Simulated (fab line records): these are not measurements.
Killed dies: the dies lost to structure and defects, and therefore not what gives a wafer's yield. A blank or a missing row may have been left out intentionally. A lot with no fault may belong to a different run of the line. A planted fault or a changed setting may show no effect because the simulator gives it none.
Chamber matching || flow n5-finfet || pecvd-02 running N5_BEOL_M0_SAQP_PECVD_00: 3 sister chambers
The step deposits SiCN from 3MS/NH3, target thk 8 nm, time 14 s. 3 wafers are shown with their chamber, then 6 later ones without.

## WAFERS WITH THEIR CHAMBER
{"wafer": "L891.5", "chamber": 0, "showerhead-plenum-p-Torr (Torr)": 3.683}
{"wafer": "L892.4", "chamber": 2, "showerhead-plenum-p-Torr (Torr)": 3.651}
{"wafer": "L892.6", "chamber": 1, "showerhead-plenum-p-Torr (Torr)": 3.663}

## WAFERS MISSING THEIR CHAMBER
{"wafer": "L896.1", "showerhead-plenum-p-Torr (Torr)": 3.659}
{"wafer": "L896.2", "showerhead-plenum-p-Torr (Torr)": 3.682}
{"wafer": "L896.4", "showerhead-plenum-p-Torr (Torr)": 3.688}
{"wafer": "L897.3", "showerhead-plenum-p-Torr (Torr)": 3.660}
{"wafer": "L897.4", "showerhead-plenum-p-Torr (Torr)": 3.653}
{"wafer": "L897.6", "showerhead-plenum-p-Torr (Torr)": 3.664}

## WHICH CHAMBER EACH WENT THROUGH
{"wafer": "L896.1", "from the rows above": "can't be placed: 1 or 2", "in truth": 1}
{"wafer": "L896.2", "from the rows above": 0, "in truth": 0}
{"wafer": "L896.4", "from the rows above": 0, "in truth": 0}
{"wafer": "L897.3", "from the rows above": "can't be placed: 1 or 2", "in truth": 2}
{"wafer": "L897.4", "from the rows above": 2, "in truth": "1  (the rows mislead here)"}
{"wafer": "L897.6", "from the rows above": 1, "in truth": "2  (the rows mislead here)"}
Placed correctly: 2 of 6. Not placeable from these rows: 2 (in 2, the candidates include the true chamber). Wrongly placed: 2.
How it was worked out, from the rows above alone: a wafer's distance from a chamber is the root of the sum, over the readings, of the square of ((its reading less the chamber's mean) divided by the reading's scatter). The wafer belongs to the nearest chamber; if the next one is less than 2 further off, it can't be placed. The mean given for a chamber averages the wafers shown for that chamber. The scatter: root of mean squared gap, hidden wafer to nearest shown wafer, with one shown wafer a chamber.
